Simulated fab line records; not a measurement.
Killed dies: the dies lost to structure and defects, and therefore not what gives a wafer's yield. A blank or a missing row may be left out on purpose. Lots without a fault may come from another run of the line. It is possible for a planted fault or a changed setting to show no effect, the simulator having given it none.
Problem report in the 8D (eight disciplines) form, filled by code	flow nand harc	the parts of the form that need people (team, actions taken, sign-off) are left out

== 1. THE ISSUE ==
Wafers without a fault read 853.3 s, standard deviation 0.43; run length s at NHARC_A_SLIT_ETCH_15 reads a mean of 609.5 s on 2 wafers belonging to 2 lots. So: -99 or more standard deviations from the usual mean.
The step: etches the open film in O2/COS, target depth 3200 nm, time 832 s.
Earliest sighting: wafer L459.2 on rie diel-06 at day 16 02:50. The record has a number at this step for 41 wafers belonging to 14 lots. The rule behind "out" and "out of limits": a value lying over 4 standard deviations away from the usual mean. The other wafers with a number count as sound.

== 2. WHAT IT IS; WHAT IT IS NOT ==
question	is	is not
which readings at this step	run length s	oes product au, rf vpp V, showerhead plenum p Torr, throttle valve pct
which lots	L459, L468	L455, L456, L457, L458, L463, L471, L472, L473, L474, L475, L477, L478
which wafers of those lots	L459.2, L468.2	L459.1, L459.3, L468.1
read on which tools	rie diel-06	rie diel-01, rie diel-07
when	from day 16 02:50	up to then (14 sound wafers); but 25 sound wafers of L463, L468, L471, L472, L473, L474, L475, L477, L478 came after

== 3. THE SUSPECTS, EACH WITH WHAT RULES IT OUT ==
Counting: a tool at a process step up to the reading stays a suspect if it ran every lot that is out. Sound lots after the first of them don't rule it out here, since some wafers of a struck lot are sound.
- rie diel-06 at NHARC_A_SLIT_DESCUM_14 (chemistry O2, time 3 s): kept. Ran every lot that is out, first one L459 (day 16 02:40); last sound lot up to then L457 (day 14 20:01).
- rie diel-06 at NHARC_A_SLIT_ETCH_15 (etches the open film in O2/COS, target depth 3200 nm, time 832 s): kept. Ran every lot that is out, first one L459 (day 16 02:50); last sound lot up to then L457 (day 14 20:11). Its own run length s readings are out on those wafers.
- Within rie diel-06 at NHARC_A_SLIT_ETCH_15: the wafers that are out ran in chambers 0, 3; their sound lot-mates ran in chambers 1, 2.
Left after counting: rie diel-06 at NHARC_A_SLIT_DESCUM_14, rie diel-06 at NHARC_A_SLIT_ETCH_15.

== 4. THE CAUSE (what the simulator had put in) ==
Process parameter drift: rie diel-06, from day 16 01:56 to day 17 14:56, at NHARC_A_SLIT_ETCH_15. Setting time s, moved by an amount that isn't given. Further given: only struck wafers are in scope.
Counting leaves 2 suspects; this tool is one of them.

== 5. THE CHAIN OF EFFECTS, in route order ==
Each row: a reading where the mean over the struck wafers with a number is more than 3 standard deviations away from the usual. Only readings for which the record gives a usual standard deviation are gone through. hours: the time from each lot's start at the first step in this table that gives one to its start at this step, as a median over the lots. sigmas: the change in usual standard deviations.
hours	step	reading	usual	on struck wafers	change	sigmas
0	NHARC_A_SLIT_ETCH_15	run length s	853.3 s	609.5	-243.8	-99 or more
The process steps in it:
- NHARC_A_SLIT_ETCH_15: etches the open film in O2/COS, target depth 3200 nm, time 832 s.
Readings that are blank on the struck wafers while sound wafers have them: bias w at NHARC_A_SLIT_ETCH_15; rf fwd power W at NHARC_A_SLIT_ETCH_15.

== 6. HOW IT WOULD HAVE BEEN CAUGHT EARLIER ==
In this record the first reading out of limits was taken at day 16 02:50, 1 hour after the fault began at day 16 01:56.
